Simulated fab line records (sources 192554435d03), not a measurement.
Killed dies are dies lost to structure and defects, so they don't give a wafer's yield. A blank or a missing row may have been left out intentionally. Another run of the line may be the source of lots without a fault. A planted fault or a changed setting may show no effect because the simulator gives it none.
Which tool did it? -- flow n5 finfet -- 24 wafers from 8 lots sampled at 5 of the route's 1938 steps

WHAT THE GAUGES SHOWED, per wafer
N5_HKMG_FIN_INSPECT_61: inspects for defects (macro). Usual: 2.1 for raw defect count, sd 1.3.
lot,measured,on,raw defect count,flag
L453,day 5 02:41,defect inspect-01,2 1 2,
L456,day 5 19:19,defect inspect-01,1 2 0,
L457,day 6 01:25,defect inspect-02,2 1 1,
L458,day 6 06:32,defect inspect-02,2 1 0,
L460,day 6 17:04,defect inspect-01,0 2 1,
L468,day 8 19:32,defect inspect-02,2 1 2,
L469,day 8 23:23,defect inspect-02,5 3 2,
L472,day 9 19:04,defect inspect-02,3 1 1,

N5_BEOL_M4_RC_MEAS_101. Usual: DIBL_N 36.0 mV/V, standard deviation 1.8; DIBL_P 36.3 mV/V, standard deviation 2.4; IOFF_N 0.16 nA/um, standard deviation 0.035; IOFF_N_85C 3.0 nA/um, standard deviation 0.57; IOFF_N_LIN 0.072 nA/um, standard deviation 0.013; IOFF_N_LONG 5.42e-05 nA/um, standard deviation 2.8e-06; IOFF_P 0.21 nA/um, standard deviation 0.036; ION_N 673 uA/um, standard deviation 13; ION_P 461 uA/um, standard deviation 7.2; SS_N 71.4 mV/dec, standard deviation 0.6; SS_P 73.2 mV/dec, standard deviation 0.7; VT_N 250 mV, standard deviation 4; VT_N_LONG 275.5 mV, standard deviation 2.2; VT_P -250.9 mV, standard deviation 2.9; VT_P_LVT -99.7 mV, standard deviation 2.8.
lot,measured,on,DIBL_N (mV/V),DIBL_P (mV/V),IOFF_N (nA/um),IOFF_N_85C (nA/um),IOFF_N_LIN (nA/um),IOFF_N_LONG (nA/um),IOFF_P (nA/um),ION_N (uA/um),ION_P (uA/um),SS_N (mV/dec),SS_P (mV/dec),VT_N (mV),VT_N_LONG (mV),VT_P (mV),VT_P_LVT (mV),flag
L453,day 9 10:52,prober-02,33.9 37.5 35.4,34.9 37.1 36.2,0.13 0.19 0.15,2.6 3.5 2.9,0.062 0.077 0.069,5.31e-05 5.37e-05 5.37e-05,0.17 0.20 0.19,674 668 678,461 455 470,70.4 72.0 71.5,73.2 73.4 73.2,254 248 249,276.0 276.5 277.6,-250.4 -251.0 -250.7,-100.5 -99.7 -99.7,
L456,day 10 07:46,prober-02,36.8 36.2 37.3,37.7 36.2 37.3,35.08 30.96 32.99,284.3 258.4 272.2,15.392 13.930 14.614,0.0092083 0.0093665 0.0092401,0.24 0.20 0.22,959 955 952,466 461 464,71.9 71.7 72.3,74.2 74.1 74.1,99 101 101,127.3 126.6 126.6,-244.6 -250.6 -246.3,-247.6 -249.5 -249.2,OFF
L457,day 10 05:17,prober-01,37.1 38.0 40.5,38.9 39.6 43.6,37.17 37.24 53.14,303.7 300.7 403.6,16.840 16.778 22.591,0.010164 0.01008 0.010162,0.20 0.22 0.29,981 968 990,466 464 464,70.7 71.6 72.0,73.9 74.2 74.2,94 95 91,122.8 124.0 123.3,-253.0 -252.3 -248.7,-254.1 -253.3 -246.1,OFF
L458,day 11 02:52,prober-01,36.3 36.3 39.3,36.1 36.3 39.5,34.36 33.21 45.65,285.5 273.8 357.9,16.208 15.364 19.621,0.01115 0.011012 0.011036,0.20 0.20 0.26,970 975 978,464 464 459,71.6 71.9 72.2,73.7 73.7 74.0,96 97 92,120.1 122.1 121.0,-252.8 -252.5 -249.3,-250.5 -254.3 -250.4,OFF
L460,day 10 11:23,prober-01,35.3 34.6 32.8,35.9 35.0 32.3,0.13 0.13 0.10,2.6 2.5 2.0,0.063 0.062 0.050,4.98e-05 5.08e-05 5.17e-05,0.21 0.19 0.15,668 673 657,464 473 458,70.6 70.6 70.4,73.9 73.0 71.3,255 253 259,275.7 277.3 276.6,-250.9 -252.9 -252.3,-98.4 -99.9 -103.7,
L468,day 12 17:22,prober-01,39.2 34.6 35.4,40.2 35.4 35.4,0.21 0.13 0.13,3.9 2.6 2.6,0.092 0.063 0.062,5.2e-05 5.16e-05 5.16e-05,0.26 0.18 0.19,685 673 662,468 462 455,71.6 71.3 71.5,74.1 73.0 73.3,246 254 254,273.4 280.7 277.7,-249.3 -252.8 -252.0,-96.0 -101.4 -100.6,
L469,day 12 22:59,prober-02,36.0 33.0 37.4,35.9 32.7 36.6,0.15 0.11 0.16,2.9 2.3 3.1,0.069 0.055 0.071,5.44e-05 5.52e-05 5.49e-05,0.20 0.16 0.21,675 668 667,461 459 457,71.1 70.9 71.4,74.0 73.1 73.7,252 253 253,274.1 274.1 274.7,-250.9 -252.0 -251.4,-99.1 -101.4 -99.5,
L472,day 14 06:26,prober-01,37.2 37.9 39.3,37.1 36.6 38.0,0.16 0.16 0.20,3.1 3.1 3.7,0.075 0.077 0.089,5.25e-05 5.3e-05 5.37e-05,0.21 0.21 0.25,673 681 687,457 461 464,71.4 72.1 72.2,73.4 74.0 73.7,250 250 247,279.0 277.4 274.3,-252.4 -252.9 -246.7,-101.0 -102.3 -98.5,

WHICH TOOL RAN EACH LOT (tool, then ch and the chambers of the sampled wafers, then the start)
lot,N5_DUMMY_REMOVAL_STRIP_10,N5_HKMG_FIN_ETCH_55,N5_HKMG_FIN_ETCH_58
L453,"rie diel-02 ch 1,2,3, day 5 01:09","rie diel-05 ch 0,1,2, day 5 02:49","rie diel-05 ch 0,1,2, day 5 03:01"
L456,"rie diel-03 ch 2,3, day 5 17:38","rie diel-01 ch 0,2,3, day 5 19:37","rie diel-01 ch 0,2,3, day 5 19:49"
L457,"rie diel-03 ch 1,2,3, day 5 23:42","rie diel-05 ch 0,2,3, day 6 01:32","rie diel-05 ch 0,2,3, day 6 01:45"
L458,"rie diel-02 ch 0,2,3, day 6 04:59","rie diel-01 ch 2,3, day 6 06:39","rie diel-01 ch 2,3, day 6 06:52"
L460,"rie diel-03 ch 0,1,3, day 6 15:40","rie diel-01 ch 0,2, day 6 17:12","rie diel-01 ch 0,2, day 6 17:25"
L468,"rie diel-03 ch 0,1, day 8 18:08","rie diel-05 ch 0,3, day 8 19:40","rie diel-05 ch 0,3, day 8 19:52"
L469,"rie diel-04 ch 0,1, day 8 21:52","rie diel-05 ch 0,2,3, day 8 23:34","rie diel-05 ch 0,2,3, day 8 23:46"
L472,"rie diel-04 ch 1,3, day 9 17:41","rie diel-01 ch 0,1,2, day 9 19:28","rie diel-01 ch 0,1,2, day 9 19:41"
- N5_DUMMY_REMOVAL_STRIP_10: strips in N2/H2, time 40 s.
- N5_HKMG_FIN_ETCH_55: etches SOC in N2/H2, target depth 240 nm, time 300 s.
- N5_HKMG_FIN_ETCH_58: etches SOC in N2/H2, target depth 215.8 nm, time 741 s.

AS READ BY THE TOOLS THEMSELVES (means over the sampled wafers that have a number; for cases with no such wafer, the mark the record gives instead)
N5_DUMMY_REMOVAL_STRIP_10. Usual: drypump motor current A 5.7 A, standard deviation 0.39; h2 flow sccm 300.1 sccm, standard deviation 0.87; oes product au 0.76 a.u., standard deviation 0.073; rf vpp V 45.2 V, standard deviation 0.77; showerhead plenum p Torr 3.37 Torr, standard deviation 0.11; throttle valve pct 12.27 %, standard deviation 0.21.
lot,tool,drypump motor current A (A),h2 flow sccm (sccm),oes product au (a.u.),rf vpp V (V),showerhead plenum p Torr (Torr),throttle valve pct (%),flag
L453,rie diel-02,5.7,300.5,0.74,45.6,3.32,12.37,
L456,rie diel-03,5.9,299.0,0.76,45.3,3.35,12.28,
L457,rie diel-03,5.8,300.1,0.77,44.0,3.39,12.16,
L458,rie diel-02,5.5,300.0,0.73,45.1,3.37,12.49,
L460,rie diel-03,5.7,299.9,0.79,45.4,3.39,12.05,
L468,rie diel-03,5.8,300.7,0.83,45.4,3.31,11.98,
L469,rie diel-04,5.4,300.1,0.69,45.3,3.30,12.55,
L472,rie diel-04,5.6,300.8,0.73,44.5,3.50,12.40,

N5_HKMG_FIN_ETCH_55. Usual: bias w 150.0 W, standard deviation 0.44; chamber pressure mTorr 29.998 mTorr, standard deviation 0.027; drypump motor current A 5.6 A, standard deviation 0.56; h2 flow sccm 200.0 sccm, standard deviation 0.58; oes product au 0.76 a.u., standard deviation 0.08; rf vpp V 523.3 V, standard deviation 2; showerhead plenum p Torr 2.52 Torr, standard deviation 0.065; throttle valve pct 17.86 %, standard deviation 0.28.
lot,tool,bias w (W),chamber pressure mTorr (mTorr),drypump motor current A (A),h2 flow sccm (sccm),oes product au (a.u.),rf vpp V (V),showerhead plenum p Torr (Torr),throttle valve pct (%),flag
L453,rie diel-05,150.5,29.967,5.8,200.1,0.78,523.2,2.54,17.74,
L456,rie diel-01,149.8,29.996,5.5,200.1,0.80,523.4,2.53,17.71,
L457,rie diel-05,150.1,30.004,5.9,200.7,0.77,525.8,2.58,17.83,
L458,rie diel-01,149.8,30.010,5.6,200.0,0.75,523.9,2.55,17.79,
L460,rie diel-01,150.1,29.987,5.9,199.7,0.86,524.3,2.54,17.45,
L468,rie diel-05,149.5,30.013,6.1,199.7,0.77,525.4,2.57,17.96,
L469,rie diel-05,150.2,30.022,5.9,200.1,0.75,524.1,2.57,17.86,
L472,rie diel-01,150.1,29.972,5.5,199.5,0.78,523.7,2.52,17.69,

N5_HKMG_FIN_ETCH_58. Usual: bias w 13.00 W, standard deviation 0.044; chamber pressure mTorr 29.999 mTorr, standard deviation 0.029; drypump motor current A 5.6 A, standard deviation 0.55; h2 flow sccm 200.0 sccm, standard deviation 0.65; oes product au 0.76 a.u., standard deviation 0.08; rf vpp V 99.2 V, standard deviation 0.95; showerhead plenum p Torr 2.52 Torr, standard deviation 0.065; throttle valve pct 17.81 %, standard deviation 0.29.
lot,tool,bias w (W),chamber pressure mTorr (mTorr),drypump motor current A (A),h2 flow sccm (sccm),oes product au (a.u.),rf vpp V (V),showerhead plenum p Torr (Torr),throttle valve pct (%),flag
L453,rie diel-05,13.00,30.023,5.8,199.9,0.78,99.7,2.54,17.69,
L456,rie diel-01,-,-,-,-,-,-,-,-,OFF
L457,rie diel-05,-,-,-,-,-,-,-,-,OFF
L458,rie diel-01,-,-,-,-,-,-,-,-,OFF
L460,rie diel-01,13.01,29.987,5.9,200.2,0.86,99.7,2.54,17.41,
L468,rie diel-05,12.98,30.025,6.1,200.0,0.77,99.8,2.57,17.91,
L469,rie diel-05,12.97,29.968,5.9,200.1,0.75,99.8,2.57,17.82,
L472,rie diel-01,13.04,30.009,5.5,200.3,0.79,99.8,2.52,17.64,

THE ANSWER, worked out from the rows above alone
Rule: a lot is off if the mean of its wafers that have a number lies more than 3 standard deviations from the usual mean. A lot without any number at a reading at which 4 lots or more have one is off too. Any other lot the step has rows for is counted as sound. The gauges are gone through in route order, then the tools' own readings, and for those a lot's mean is taken as printed above. At the first step where some lot is off, the reading lying furthest off is the one used; lots without a number count as furthest.
Off: L456, L457, L458, at N5_BEOL_M4_RC_MEAS_101 (IOFF_N_LONG).
If a tool, at a process step before that reading, ran all the lots that are off and no sound lot after the first of them, it fits. The gauges at N5_BEOL_M4_RC_MEAS_101 aren't tried: what is off there is off at N5_HKMG_FIN_ETCH_58 too, on other tools, and a gauge's error can't cause that. Of those tried, none fits.

WHAT THE SIMULATOR PUT IN
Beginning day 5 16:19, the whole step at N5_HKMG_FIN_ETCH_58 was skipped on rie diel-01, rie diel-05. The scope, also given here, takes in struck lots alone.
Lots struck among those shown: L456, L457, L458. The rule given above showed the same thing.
